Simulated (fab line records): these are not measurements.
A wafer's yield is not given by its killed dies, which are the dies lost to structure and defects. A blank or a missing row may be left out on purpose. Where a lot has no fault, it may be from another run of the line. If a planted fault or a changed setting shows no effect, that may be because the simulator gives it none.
fab line records / flow nandHarc
[record] lots = 7 wafers = 19 lastDay = 33
route steps=1302 shown A_ONON_D1@430
lots that met no fault: from a run of the same line without faults
startH: hours from the record's opening day to when the first of the lot's shown wafers began / waitH: hours elapsed since this lot's preceding step / " repeats the value in the row above / L1.1+2: a single row standing in for several wafers / - no value, or no start was given / * or withheld: withheld / < > ~ a bound
route shown NAME@n: NAME is a module with steps in the file, n the number in the route of the first one / usual: the fault-free wafers' mean and standard deviation / same: alike in all rows / chamber/n: place in a boat / sites: per-site readings / _std_site: the standard deviation of these / _edge_site: inner sites' mean taken away from outer sites' mean / radiusMm: for every site, how far away it sits from the centre of the wafer / mask NAME#n: copy n / behind: the most recent tool/chamber to have shaped the wafer / hold: why the lot was held/for how many hours/how that ended / device: whichever transistor did not switch (one of n, p or np) / end of line: the tests these same wafers got at the end of their route / step lacking rows: just its recipe / killed: not the wafer's yield, but the dies lost to structure and defects at the first sort / map: shows each die of a wafer: x if killed, . if not, _ if none is there
set.NAME: the setting as run; set.NAME@STEP: as run at that earlier step / model.NAME: the simulator's own value behind a step, which no gauge read
lots seen at some steps along the route; tables by step, rows by wafer
services: when a tool's chamber went out of use (startH, in hours from the record's first day, below 0 if earlier), for how many hours, and the reason
[[steps]]
[step NHARC_A_ONON_D1_DEP_09]
[recipe] targetThkA = 10000 n2FlowSccm = 2750 n2oFlowSccm = 2000 nh3FlowSccm = 500 sih4FlowSccm = 210 tempC = 400
[step NHARC_A_ONON_D1_THK_MEAS_11]
[recipe] thkMeasGauge = ellipsometry
[usual] thkNm = 997/11
lot.wafer=L547.2 tool=filmMetro-01 chamber=- startH=174.69 waitH=- thkNm=1005
lot.wafer=L547.5 tool=filmMetro-01 chamber=- startH=174.69 waitH=- thkNm=1006
lot.wafer=L547.6 tool=filmMetro-01 chamber=- startH=174.69 waitH=- thkNm=1005
lot.wafer=L548.1 tool=filmMetro-01 chamber=- startH=183.86 waitH=- thkNm=994
lot.wafer=L548.5 tool=filmMetro-01 chamber=- startH=183.86 waitH=- thkNm=994
lot.wafer=L548.6 tool=filmMetro-01 chamber=- startH=183.86 waitH=- thkNm=994
lot.wafer=L550.1 tool=filmMetro-01 chamber=- startH=200.51 waitH=- thkNm=989
lot.wafer=L550.5 tool=filmMetro-01 chamber=- startH=200.51 waitH=- thkNm=987
lot.wafer=L550.6 tool=filmMetro-01 chamber=- startH=200.51 waitH=- thkNm=989
lot.wafer=L565.4 tool=filmMetro-01 chamber=- startH=354.64 waitH=- thkNm=995
lot.wafer=L565.6 tool=filmMetro-01 chamber=- startH=354.64 waitH=- thkNm=994
lot.wafer=L566.5 tool=filmMetro-02 chamber=- startH=365.20 waitH=- thkNm=1015
lot.wafer=L566.6 tool=filmMetro-02 chamber=- startH=365.20 waitH=- thkNm=1014
lot.wafer=L568.2 tool=filmMetro-01 chamber=- startH=385.51 waitH=- thkNm=991
lot.wafer=L568.4 tool=filmMetro-01 chamber=- startH=385.51 waitH=- thkNm=989
lot.wafer=L568.6 tool=filmMetro-01 chamber=- startH=385.51 waitH=- thkNm=991
lot.wafer=L569.1 tool=filmMetro-02 chamber=- startH=389.75 waitH=- thkNm=993
lot.wafer=L569.5 tool=filmMetro-02 chamber=- startH=389.75 waitH=- thkNm=994
lot.wafer=L569.6 tool=filmMetro-02 chamber=- startH=389.75 waitH=- thkNm=993
[step NHARC_A_ONON_D1_DEP_12]
[recipe] targetThkA = 10000 n2FlowSccm = 2750 n2oFlowSccm = 2000 nh3FlowSccm = 500 sih4FlowSccm = 210 tempC = 400
[step NHARC_A_ONON_D1_THK_MEAS_14]
[recipe] thkMeasGauge = ellipsometry
[usual] thkNm = 1002/10
lot.wafer=L547.2 tool=filmMetro-02 chamber=- startH=175.25 waitH=- thkNm=982
lot.wafer=L547.5 tool=filmMetro-02 chamber=- startH=175.25 waitH=- thkNm=983
lot.wafer=L547.6 tool=filmMetro-02 chamber=- startH=175.25 waitH=- thkNm=983
lot.wafer=L548.1 tool=filmMetro-02 chamber=- startH=184.42 waitH=- thkNm=1019
lot.wafer=L548.5 tool=filmMetro-02 chamber=- startH=184.42 waitH=- thkNm=1015
lot.wafer=L548.6 tool=filmMetro-02 chamber=- startH=184.42 waitH=- thkNm=1017
lot.wafer=L550.1 tool=filmMetro-02 chamber=- startH=201.10 waitH=- thkNm=1016
lot.wafer=L550.5 tool=filmMetro-02 chamber=- startH=201.10 waitH=- thkNm=1012
lot.wafer=L550.6 tool=filmMetro-02 chamber=- startH=201.10 waitH=- thkNm=1015
lot.wafer=L565.4 tool=filmMetro-01 chamber=- startH=355.21 waitH=- thkNm=1009
lot.wafer=L565.6 tool=filmMetro-01 chamber=- startH=355.21 waitH=- thkNm=1010
lot.wafer=L566.5 tool=filmMetro-01 chamber=- startH=365.76 waitH=- thkNm=998
lot.wafer=L566.6 tool=filmMetro-01 chamber=- startH=365.76 waitH=- thkNm=997
lot.wafer=L568.2 tool=filmMetro-01 chamber=- startH=386.07 waitH=- thkNm=994
lot.wafer=L568.4 tool=filmMetro-01 chamber=- startH=386.07 waitH=- thkNm=995
lot.wafer=L568.6 tool=filmMetro-01 chamber=- startH=386.07 waitH=- thkNm=994
lot.wafer=L569.1 tool=filmMetro-01 chamber=- startH=390.32 waitH=- thkNm=1015
lot.wafer=L569.5 tool=filmMetro-01 chamber=- startH=390.32 waitH=- thkNm=1014
lot.wafer=L569.6 tool=filmMetro-01 chamber=- startH=390.32 waitH=- thkNm=1015
[step NHARC_A_ONON_D1_ANNEAL_15]
[recipe] tempC = 750 timeS = 3600
[step NHARC_A_ONON_D1_DEP_16]
[recipe] targetThkA = 10000 n2FlowSccm = 2750 n2oFlowSccm = 2000 nh3FlowSccm = 500 sih4FlowSccm = 210 tempC = 400
[step NHARC_A_ONON_D1_THK_MEAS_18]
[recipe] thkMeasGauge = ellipsometry
[usual] thkNm = 1000/10
lot.wafer=L547.2 tool=filmMetro-01 chamber=- startH=185.93 waitH=- thkNm=1010
lot.wafer=L547.5 tool=filmMetro-01 chamber=- startH=185.93 waitH=- thkNm=1010
lot.wafer=L547.6 tool=filmMetro-01 chamber=- startH=185.93 waitH=- thkNm=1011
lot.wafer=L548.1 tool=filmMetro-02 chamber=- startH=193.78 waitH=- thkNm=1008
lot.wafer=L548.5 tool=filmMetro-02 chamber=- startH=193.78 waitH=- thkNm=1009
lot.wafer=L548.6 tool=filmMetro-02 chamber=- startH=193.78 waitH=- thkNm=1006
lot.wafer=L550.1 tool=filmMetro-02 chamber=- startH=209.01 waitH=- thkNm=1010
lot.wafer=L550.5 tool=filmMetro-02 chamber=- startH=209.01 waitH=- thkNm=1011
lot.wafer=L550.6 tool=filmMetro-02 chamber=- startH=209.01 waitH=- thkNm=1011
lot.wafer=L565.4 tool=filmMetro-01 chamber=- startH=363.01 waitH=- thkNm=992
lot.wafer=L565.6 tool=filmMetro-01 chamber=- startH=363.01 waitH=- thkNm=993
lot.wafer=L566.5 tool=filmMetro-01 chamber=- startH=375.29 waitH=- thkNm=984
lot.wafer=L566.6 tool=filmMetro-01 chamber=- startH=375.29 waitH=- thkNm=988
lot.wafer=L568.2 tool=filmMetro-01 chamber=- startH=394.56 waitH=- thkNm=1002
lot.wafer=L568.4 tool=filmMetro-01 chamber=- startH=394.56 waitH=- thkNm=1001
lot.wafer=L568.6 tool=filmMetro-01 chamber=- startH=394.56 waitH=- thkNm=1000
lot.wafer=L569.1 tool=filmMetro-01 chamber=- startH=398.12 waitH=- thkNm=996
lot.wafer=L569.5 tool=filmMetro-01 chamber=- startH=398.12 waitH=- thkNm=996
lot.wafer=L569.6 tool=filmMetro-01 chamber=- startH=398.12 waitH=- thkNm=996
[step NHARC_A_ONON_D1_DEP_19]
[recipe] targetThkA = 10000 n2FlowSccm = 2750 n2oFlowSccm = 2000 nh3FlowSccm = 500 sih4FlowSccm = 210 tempC = 400
[step NHARC_A_ONON_D1_THK_MEAS_21]
[recipe] thkMeasGauge = ellipsometry
[usual] thkNm = 999/10
lot.wafer=L547.2 tool=filmMetro-02 chamber=- startH=186.49 waitH=- thkNm=995
lot.wafer=L547.5 tool=filmMetro-02 chamber=- startH=186.49 waitH=- thkNm=996
lot.wafer=L547.6 tool=filmMetro-02 chamber=- startH=186.49 waitH=- thkNm=996
lot.wafer=L548.1 tool=filmMetro-02 chamber=- startH=194.34 waitH=- thkNm=1004
lot.wafer=L548.5 tool=filmMetro-02 chamber=- startH=194.34 waitH=- thkNm=1006
lot.wafer=L548.6 tool=filmMetro-02 chamber=- startH=194.34 waitH=- thkNm=1004
lot.wafer=L550.1 tool=filmMetro-02 chamber=- startH=209.58 waitH=- thkNm=1003
lot.wafer=L550.5 tool=filmMetro-02 chamber=- startH=209.58 waitH=- thkNm=1002
lot.wafer=L550.6 tool=filmMetro-02 chamber=- startH=209.58 waitH=- thkNm=1001
lot.wafer=L565.4 tool=filmMetro-01 chamber=- startH=363.58 waitH=- thkNm=981
lot.wafer=L565.6 tool=filmMetro-01 chamber=- startH=363.58 waitH=- thkNm=982
lot.wafer=L566.5 tool=filmMetro-01 chamber=- startH=375.87 waitH=- thkNm=1008
lot.wafer=L566.6 tool=filmMetro-01 chamber=- startH=375.87 waitH=- thkNm=1007
lot.wafer=L568.2 tool=filmMetro-02 chamber=- startH=395.13 waitH=- thkNm=1010
lot.wafer=L568.4 tool=filmMetro-02 chamber=- startH=395.13 waitH=- thkNm=1011
lot.wafer=L568.6 tool=filmMetro-02 chamber=- startH=395.13 waitH=- thkNm=1010
lot.wafer=L569.1 tool=filmMetro-02 chamber=- startH=398.68 waitH=- thkNm=1008
lot.wafer=L569.5 tool=filmMetro-02 chamber=- startH=398.68 waitH=- thkNm=1009
lot.wafer=L569.6 tool=filmMetro-02 chamber=- startH=398.68 waitH=- thkNm=1010
[step NHARC_A_ONON_D1_DEP_22]
[recipe] targetThkA = 10000 n2FlowSccm = 2750 n2oFlowSccm = 2000 nh3FlowSccm = 500 sih4FlowSccm = 210 tempC = 400
[step NHARC_A_ONON_D1_THK_MEAS_24]
[recipe] thkMeasGauge = ellipsometry
[usual] thkNm = 996/10
lot.wafer=L547.2 tool=filmMetro-01 chamber=- startH=187.05 waitH=- thkNm=985
lot.wafer=L547.5 tool=filmMetro-01 chamber=- startH=187.05 waitH=- thkNm=986
lot.wafer=L547.6 tool=filmMetro-01 chamber=- startH=187.05 waitH=- thkNm=987
lot.wafer=L548.1 tool=filmMetro-02 chamber=- startH=194.92 waitH=- thkNm=992
lot.wafer=L548.5 tool=filmMetro-02 chamber=- startH=194.92 waitH=- thkNm=991
lot.wafer=L548.6 tool=filmMetro-02 chamber=- startH=194.92 waitH=- thkNm=993
lot.wafer=L550.1 tool=filmMetro-01 chamber=- startH=210.15 waitH=- thkNm=982
lot.wafer=L550.5 tool=filmMetro-01 chamber=- startH=210.15 waitH=- thkNm=980
lot.wafer=L550.6 tool=filmMetro-01 chamber=- startH=210.15 waitH=- thkNm=980
lot.wafer=L565.4 tool=filmMetro-02 chamber=- startH=364.15 waitH=- thkNm=1006
lot.wafer=L565.6 tool=filmMetro-02 chamber=- startH=364.15 waitH=- thkNm=1005
lot.wafer=L566.5 tool=filmMetro-01 chamber=- startH=376.43 waitH=- thkNm=1009
lot.wafer=L566.6 tool=filmMetro-01 chamber=- startH=376.43 waitH=- thkNm=1008
lot.wafer=L568.2 tool=filmMetro-02 chamber=- startH=395.69 waitH=- thkNm=997
lot.wafer=L568.4 tool=filmMetro-02 chamber=- startH=395.69 waitH=- thkNm=998
lot.wafer=L568.6 tool=filmMetro-02 chamber=- startH=395.69 waitH=- thkNm=997
lot.wafer=L569.1 tool=filmMetro-01 chamber=- startH=399.24 waitH=- thkNm=1006
lot.wafer=L569.5 tool=filmMetro-01 chamber=- startH=399.24 waitH=- thkNm=1007
lot.wafer=L569.6 tool=filmMetro-01 chamber=- startH=399.24 waitH=- thkNm=1007
[step NHARC_A_ONON_D1_DEP_25]
[recipe] targetThkA = 10000 n2FlowSccm = 2750 n2oFlowSccm = 2000 nh3FlowSccm = 500 sih4FlowSccm = 210 tempC = 400
[usual] n2FlowSccm = 2750/8.3 sih4FlowSccm = 210.0/0.74 susceptorTempC = 400.04/0.22
lot.wafer=L547.2 tool=pecvdOnon-04 chamber=0 startH=187.17 waitH=0.1 n2FlowSccm=2752 sih4FlowSccm=209.3 susceptorTempC=400.17
lot.wafer=L547.5 tool=pecvdOnon-04 chamber=0 startH=187.17 waitH=0.1 n2FlowSccm=2739 sih4FlowSccm=209.4 susceptorTempC=400.02
lot.wafer=L547.6 tool=pecvdOnon-04 chamber=0 startH=187.17 waitH=0.1 n2FlowSccm=2762 sih4FlowSccm=210.3 susceptorTempC=399.93
lot.wafer=L548.1 tool=pecvdOnon-01 chamber=0 startH=194.97 waitH=0.1 n2FlowSccm=2758 sih4FlowSccm=209.9 susceptorTempC=400.07
lot.wafer=L548.5 tool=pecvdOnon-01 chamber=0 startH=194.97 waitH=0.1 n2FlowSccm=2769 sih4FlowSccm=210.4 susceptorTempC=400.19
lot.wafer=L548.6 tool=pecvdOnon-01 chamber=0 startH=194.97 waitH=0.1 n2FlowSccm=2765 sih4FlowSccm=210.5 susceptorTempC=400.19
lot.wafer=L550.1 tool=pecvdOnon-04 chamber=0 startH=210.21 waitH=0.1 n2FlowSccm=2744 sih4FlowSccm=210.5 susceptorTempC=400.06
lot.wafer=L550.5 tool=pecvdOnon-04 chamber=0 startH=210.21 waitH=0.1 n2FlowSccm=2746 sih4FlowSccm=211.2 susceptorTempC=400.35
lot.wafer=L550.6 tool=pecvdOnon-04 chamber=0 startH=210.21 waitH=0.1 n2FlowSccm=2744 sih4FlowSccm=209.6 susceptorTempC=400.30
lot.wafer=L565.4 tool=pecvdOnon-01 chamber=0 startH=364.38 waitH=0.2 n2FlowSccm=2756 sih4FlowSccm=210.8 susceptorTempC=400.15
lot.wafer=L565.6 tool=pecvdOnon-01 chamber=0 startH=364.38 waitH=0.2 n2FlowSccm=2737 sih4FlowSccm=210.3 susceptorTempC=400.22
lot.wafer=L566.5 tool=pecvdOnon-01 chamber=0 startH=376.72 waitH=0.3 n2FlowSccm=2767 sih4FlowSccm=209.5 susceptorTempC=400.21
lot.wafer=L566.6 tool=pecvdOnon-01 chamber=0 startH=376.72 waitH=0.3 n2FlowSccm=2760 sih4FlowSccm=209.4 susceptorTempC=400.09
lot.wafer=L568.2 tool=pecvdOnon-01 chamber=0 startH=395.81 waitH=0.1 n2FlowSccm=2745 sih4FlowSccm=209.5 susceptorTempC=399.82
lot.wafer=L568.4 tool=pecvdOnon-01 chamber=0 startH=395.81 waitH=0.1 n2FlowSccm=2744 sih4FlowSccm=210.2 susceptorTempC=400.22
lot.wafer=L568.6 tool=pecvdOnon-01 chamber=0 startH=395.81 waitH=0.1 n2FlowSccm=2743 sih4FlowSccm=210.0 susceptorTempC=400.18
lot.wafer=L569.1 tool=pecvdOnon-03 chamber=0 startH=399.30 waitH=0.1 n2FlowSccm=2750 sih4FlowSccm=210.7 susceptorTempC=400.39
lot.wafer=L569.5 tool=pecvdOnon-03 chamber=0 startH=399.30 waitH=0.1 n2FlowSccm=2748 sih4FlowSccm=209.7 susceptorTempC=400.31
lot.wafer=L569.6 tool=pecvdOnon-03 chamber=0 startH=399.30 waitH=0.1 n2FlowSccm=2751 sih4FlowSccm=210.1 susceptorTempC=400.26
[step NHARC_A_ONON_D1_THK_MEAS_27]
[recipe] thkMeasGauge = ellipsometry
[usual] thkNm = 998/8.7
lot.wafer=L547.2 tool=filmMetro-01 chamber=- startH=187.62 waitH=- thkNm=1004
lot.wafer=L547.5 tool=filmMetro-01 chamber=- startH=187.62 waitH=- thkNm=1006
lot.wafer=L547.6 tool=filmMetro-01 chamber=- startH=187.62 waitH=- thkNm=1005
lot.wafer=L548.1 tool=filmMetro-01 chamber=- startH=195.48 waitH=- thkNm=1002
lot.wafer=L548.5 tool=filmMetro-01 chamber=- startH=195.48 waitH=- thkNm=1001
lot.wafer=L548.6 tool=filmMetro-01 chamber=- startH=195.48 waitH=- thkNm=1000
lot.wafer=L550.1 tool=filmMetro-02 chamber=- startH=210.71 waitH=- thkNm=1003
lot.wafer=L550.5 tool=filmMetro-02 chamber=- startH=210.71 waitH=- thkNm=1006
lot.wafer=L550.6 tool=filmMetro-02 chamber=- startH=210.71 waitH=- thkNm=1004
lot.wafer=L565.4 tool=filmMetro-01 chamber=- startH=364.71 waitH=- thkNm=1064
lot.wafer=L565.6 tool=filmMetro-01 chamber=- startH=364.71 waitH=- thkNm=1065
lot.wafer=L566.5 tool=filmMetro-01 chamber=- startH=377.00 waitH=- thkNm=989
lot.wafer=L566.6 tool=filmMetro-01 chamber=- startH=377.00 waitH=- thkNm=1042
lot.wafer=L568.2 tool=filmMetro-01 chamber=- startH=396.26 waitH=- thkNm=998
lot.wafer=L568.4 tool=filmMetro-01 chamber=- startH=396.26 waitH=- thkNm=1053
lot.wafer=L568.6 tool=filmMetro-01 chamber=- startH=396.26 waitH=- thkNm=1053
lot.wafer=L569.1 tool=filmMetro-02 chamber=- startH=399.80 waitH=- thkNm=1002
lot.wafer=L569.5 tool=filmMetro-02 chamber=- startH=399.80 waitH=- thkNm=1003
lot.wafer=L569.6 tool=filmMetro-02 chamber=- startH=399.80 waitH=- thkNm=1004
[step NHARC_A_ONON_D1_DEP_28]
[recipe] targetThkA = 10000 n2FlowSccm = 2750 n2oFlowSccm = 2000 nh3FlowSccm = 500 sih4FlowSccm = 210 tempC = 400
[[services]]
tool=pecvdOnon-03 chamber=- startH=227.00 hours=13.0 kind=pm
tool=pecvdOnon-01 chamber=- startH=269.25 hours=13.0 kind=pm
tool=pecvdOnon-04 chamber=- startH=311.24 hours=13.0 kind=pm
[[key]]
[firstSign] step = NHARC_A_ONON_D1_THK_MEAS_27 reading = thkNm direction = up sigmas = 6.6 usual = 998 struck = 1055
effect none on later readings
metAt NHARC_A_ONON_D1_DEP_25
struckWafers L565.4,L565.6,L566.6,L568.4,L568.6
sortLeftOut L565.4,L565.6,L566.6,L568.4,L568.6
testerLeftOut L565,L566,L568
onsetBetween 194.97 364.38
[fault] kind = processParameterDrift tool = pecvdOnon-01 chamber = - onsetH = 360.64 steps = NHARC_A_ONON_D1_DEP_25 channel = targetThkA offset = * shape = step endH = 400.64 scope = struckWafersOnly actsIn = * stated = *
// testerLeftOut: of these lots the tester's yield and bins aren't shown, on N5 and GAA mostly nor the transistor test; their killed dies are dies lost to structure and defects alone, not to doping, threshold or leakage, so they don't give the yield
// sortLeftOut: the simulated sort isn't trusted on such a fault, so these wafers' sort isn't shown, and their yield isn't known
